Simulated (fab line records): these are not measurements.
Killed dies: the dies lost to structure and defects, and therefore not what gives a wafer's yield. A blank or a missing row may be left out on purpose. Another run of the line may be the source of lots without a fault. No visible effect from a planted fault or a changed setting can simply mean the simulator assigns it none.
8D (eight disciplines) problem report, filled in by code | flow n5-finfet | the parts of the form that need people (team, actions taken, sign-off) are left out

1. THE ISSUE
At N5_BEOL_M0_SAQP_ETCH_83, etch-rf-on-time-s averages 43.8 s over 3 wafers from 3 lots, while fault-free wafers read 65.0 s, standard deviation 1.2. That is -18 standard deviations from the usual mean.
The step: etches SiARC in CF4, target depth 39 nm, time 65 s.
Earliest sighting: wafer L967.4 on rie-diel-06 at day 8 16:47. The record has a number at this step for 27 wafers belonging to 10 lots. The rule behind "out" and "out of limits": a value lying over 4 standard deviations away from the usual mean. All remaining wafers that have a number are taken as sound.

2. WHAT IT IS, AND WHAT IT ISN'T
question                    | is                     | is not
which readings at this step | etch-rf-on-time-s      | drypump-motor-current-A, rf-vpp-V, showerhead-plenum-p-Torr, throttle-valve-pct
which lots                  | L965, L967, L968       | L955, L957, L958, L962, L969, L973, L976
which wafers of those lots  | L965.5, L967.4, L968.5 | L965.3, L967.2, L968.2
read on which tools         | rie-diel-06            | rie-diel-01, rie-diel-03
when                        | from day 8 16:47       | up to then (13 sound wafers); but 11 sound wafers of L965, L968, L969, L973, L976 came after

3. SUSPECTS, AND WHAT RULES EACH OUT
Counting: a tool at a process step up to the reading stays a suspect if it ran every lot that is out. Sound lots after the first of them don't rule it out here, since some wafers of a struck lot are sound.
- rie-diel-06 at N5_BEOL_M0_SAQP_ETCH_83 (etches SiARC in CF4, target depth 39 nm, time 65 s): kept. It ran every lot that is out, first L967 (day 8 16:47); its last sound lot up to then is L958 (day 6 09:08). Its own etch-rf-on-time-s readings are out on those wafers.
After counting, what remains is rie-diel-06 at N5_BEOL_M0_SAQP_ETCH_83.

4. THE CAUSE (what the simulator had put in)
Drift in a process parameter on rie-diel-06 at N5_BEOL_M0_SAQP_ETCH_83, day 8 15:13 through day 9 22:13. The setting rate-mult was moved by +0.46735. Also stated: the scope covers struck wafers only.
This tool alone remained once counting was done.

5. THE EFFECT CHAIN, in route order
Rows list readings where the struck wafers' mean (over those with a number) sits beyond 3 standard deviations from the usual. Only readings whose record carries a usual standard deviation are examined. hours: median over the lots of the time between each lot's start at the first step of this table that gives one and its start at this step. sigmas: the change, counted in usual standard deviations.
hours | step                    | reading           | usual     | on struck wafers | change | sigmas
0     | N5_BEOL_M0_SAQP_ETCH_83 | etch-rf-on-time-s | 65.0 s    | 43.8             | -21.2  | -18
0     | N5_BEOL_M0_SAQP_ETCH_83 | oes-product-au    | 0.68 a.u. | 0.93             | +0.25  | +3.7
Its process steps:
- N5_BEOL_M0_SAQP_ETCH_83: etches SiARC in CF4, target depth 39 nm, time 65 s.
At these later measuring or inspecting steps, every struck wafer for which the step has a row has a number for every such reading, and none has moved that far: N5_BEOL_M4_RC_MEAS_101.

6. WHAT WOULD HAVE CAUGHT IT SOONER
In this record no reading fell out of limits until day 8 16:47, 2 hours after the fault had begun at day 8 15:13.
